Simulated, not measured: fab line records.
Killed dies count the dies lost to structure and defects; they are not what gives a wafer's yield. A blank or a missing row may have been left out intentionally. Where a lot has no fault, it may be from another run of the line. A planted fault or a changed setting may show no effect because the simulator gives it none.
What tool caused it? ; flow nand_harc ; 39 wafers from 13 lots sampled at 5 of the route's 1302 steps

## WHAT EACH GAUGE READ, for each wafer
NHARC_A_SOURCE_PLATE_THK_MEAS_09: measures by ellipsometry. Usual: thk_nm at 9.9 nm, with a standard deviation of 1.
lot;measured;on;thk_nm (nm);flag
L544;day 7 04:41;film_metro-01;10.6 10.8 10.6;
L545;day 7 12:33;film_metro-01;9.0 11.6 9.4;
L546;day 8 02:34;film_metro-02;10.5 11.5 9.0;
L551;day 9 17:55;film_metro-02;11.1 10.3 9.6;
L553;day 10 20:10;film_metro-01;10.6 9.5 11.2;
L554;day 11 14:56;film_metro-02;11.3 9.9 10.1;
L557;day 12 10:55;film_metro-01;8.8 9.3 9.7;
L559;day 13 06:47;film_metro-02;9.2 10.7 9.7;
L558;day 13 06:47;film_metro-01;11.4 11.6 10.4;
L560;day 14 01:26;film_metro-02;11.0 9.6 10.7;
L561;day 14 08:04;film_metro-01;10.5 8.9 11.0;
L563;day 14 23:43;film_metro-02;9.3 9.8 10.9;
L567;day 17 01:44;film_metro-01;8.2 10.3 10.4;

NHARC_A_ONON_D1_THK_MEAS_05: measures by ellipsometry. Usual: thk_nm at 1001 nm, with a standard deviation of 10.
lot;measured;on;thk_nm (nm);flag
L544;day 7 18:31;film_metro-01;979 980 981;
L545;day 8 02:17;film_metro-02;1004 1005 1006;
L546;day 8 17:17;film_metro-01;1011 1009 1010;
L551;day 10 08:05;film_metro-01;986 987 991;
L553;day 11 12:25;film_metro-02;1001 999 1001;
L554;day 12 05:06;film_metro-02;1003 1003 1000;
L557;day 13 00:55;film_metro-01;1013 1013 1013;
L559;day 13 20:29;film_metro-01;1011 1009 1012;
L558;day 13 20:29;film_metro-02;1003 1001 1003;
L560;day 14 15:13;film_metro-02;997 997 999;
L561;day 14 22:25;film_metro-02;1015 1015 1013;
L563;day 15 13:29;film_metro-01;1003 1002 1003;
L567;day 17 17:08;film_metro-01;1005 1006 1006;

NHARC_END_SORT_01. Usual: killed_at_array 53, standard deviation 18; killed_at_other 1.0, standard deviation 1.2; killed_at_periphery 3.6, standard deviation 2.4; killed_dies 58, standard deviation 18; killed_open 3.4, standard deviation 1.8; killed_short 2.3, standard deviation 1.5.
lot;measured;on;killed_at_array;killed_at_other;killed_at_periphery;killed_dies;killed_open;killed_short;flag
L553;day 28 04:25;prober-02;669 665 671;1 0 0;7 12 6;677 677 677;4 4 3;3 1 0;OFF
L554;day 28 05:55;prober-01;672 671 673;2 3 1;3 3 3;677 677 677;2 5 2;1 6 2;OFF

## EACH LOT AND THE TOOL THAT RAN IT (in order: tool; ch and the chambers of the sampled wafers; start)
lot;NHARC_A_ONON_D1_DEP_06;NHARC_A_ONON_D1_DEP_33
L544;pecvd_onon-01 ch 0, day 7 18:38;pecvd-03 ch 0,1,2, day 8 07:28
L545;pecvd_onon-04 ch 0, day 8 02:20;pecvd-03 ch 0,1,2, day 8 15:17
L546;pecvd_onon-03 ch 0, day 8 17:24;pecvd-02 ch 0,1, day 9 05:33
L551;pecvd_onon-01 ch 0, day 10 08:08;pecvd-01 ch 0,1,2, day 10 19:55
L553;pecvd_onon-04, day 11 12:32;pecvd-03 ch 0,1,2, day 12 00:17
L554;pecvd_onon-01, day 12 05:10;pecvd-01 ch 0,1,2, day 12 17:03
L557;pecvd_onon-01 ch 0, day 13 01:02;pecvd-03 ch 0,1, day 13 12:54
L559;pecvd_onon-04 ch 0, day 13 20:37;pecvd-02 ch 0,1, day 14 08:23
L558;pecvd_onon-03 ch 0, day 13 20:36;pecvd-03 ch 0,2, day 14 08:19
L560;pecvd_onon-01 ch 0, day 14 15:16;pecvd-02 ch 0,2, day 15 02:56
L561;pecvd_onon-01 ch 0, day 14 22:29;pecvd-01 ch 0,1,2, day 15 10:52
L563;pecvd_onon-04 ch 0, day 15 13:40;pecvd-02 ch 1,2, day 16 01:23
L567;pecvd_onon-01 ch 0, day 17 17:19;pecvd-01 ch 0,2, day 18 05:04
- NHARC_A_ONON_D1_DEP_06: target thk 1000 nm.
- NHARC_A_ONON_D1_DEP_33: deposits SiO2, target thk 200 nm.

## AS READ BY THE TOOLS THEMSELVES (means over the sampled wafers that have a number; for cases with no such wafer, the mark the record gives instead)
NHARC_A_ONON_D1_DEP_06. Usual: n2_flow_sccm 2749 sccm, standard deviation 8.9; n2o_flow_sccm 1998 sccm, standard deviation 5.6.
lot;tool;n2_flow_sccm (sccm);n2o_flow_sccm (sccm);flag
L544;pecvd_onon-01;2739;1996;
L545;pecvd_onon-04;2750;2003;
L546;pecvd_onon-03;2764;2005;
L551;pecvd_onon-01;2763;1997;
L553;pecvd_onon-04;-;-;OFF
L554;pecvd_onon-01;-;-;OFF
L557;pecvd_onon-01;2746;1993;
L559;pecvd_onon-04;2746;1991;
L558;pecvd_onon-03;2747;1998;
L560;pecvd_onon-01;2758;2002;
L561;pecvd_onon-01;2746;2000;
L563;pecvd_onon-04;2754;1996;
L567;pecvd_onon-01;2744;1997;

NHARC_A_ONON_D1_DEP_33. Usual: chamber_pressure_Torr 6.502 Torr, standard deviation 0.012; flow_sccm 2651 sccm, standard deviation 7.4; heater_power_w 536 W, standard deviation 120; throttle_valve_pct 15.7 %, standard deviation 0.38.
lot;tool;chamber_pressure_Torr (Torr);flow_sccm (sccm);heater_power_w (W);throttle_valve_pct (%);flag
L544;pecvd-03;6.509;2656;600;15.6;
L545;pecvd-03;6.514;2655;558;15.8;
L546;pecvd-02;6.500;2652;577;15.7;
L551;pecvd-01;6.511;2657;553;15.8;
L553;pecvd-03;6.501;2652;534;15.6;
L554;pecvd-01;6.491;2651;534;15.7;
L557;pecvd-03;6.505;2651;507;15.7;
L559;pecvd-02;6.498;2646;553;15.5;
L558;pecvd-03;6.496;2655;563;15.9;
L560;pecvd-02;6.489;2654;469;15.6;
L561;pecvd-01;6.499;2654;571;15.5;
L563;pecvd-02;6.506;2655;488;15.9;
L567;pecvd-01;6.499;2656;371;15.6;

## THE ANSWER, worked out from the rows above alone
Rule: take the mean of a lot's wafers that have a number; if it is more than 3 standard deviations from the usual mean, the lot is off. Also off: a lot with no number at a reading for which 4 or more lots have one. Where the step has rows for the other lots, those lots are counted as sound. First the gauges in route order, then the tools' own readings, where a lot's mean is used as printed above. The first step at which some lot is off is used, and at that step the reading that is off furthest; a lot without a number counts as furthest.
Off at NHARC_END_SORT_01 (killed_at_array): L553, L554. Neither off nor sound, because the step has no rows for them: L544, L545, L546, L551, L557, L559, L558, L560, L561, L563, L567.
If a tool, at a process step before that reading, ran all the lots that are off and no sound lot after the first of them, it fits. The gauges at NHARC_END_SORT_01 aren't tried: what is off there is off at NHARC_A_ONON_D1_DEP_06 too, on other tools, and a gauge's error can't cause that. Of those tried, none fits.

## WHAT HAD BEEN PUT IN BY THE SIMULATOR
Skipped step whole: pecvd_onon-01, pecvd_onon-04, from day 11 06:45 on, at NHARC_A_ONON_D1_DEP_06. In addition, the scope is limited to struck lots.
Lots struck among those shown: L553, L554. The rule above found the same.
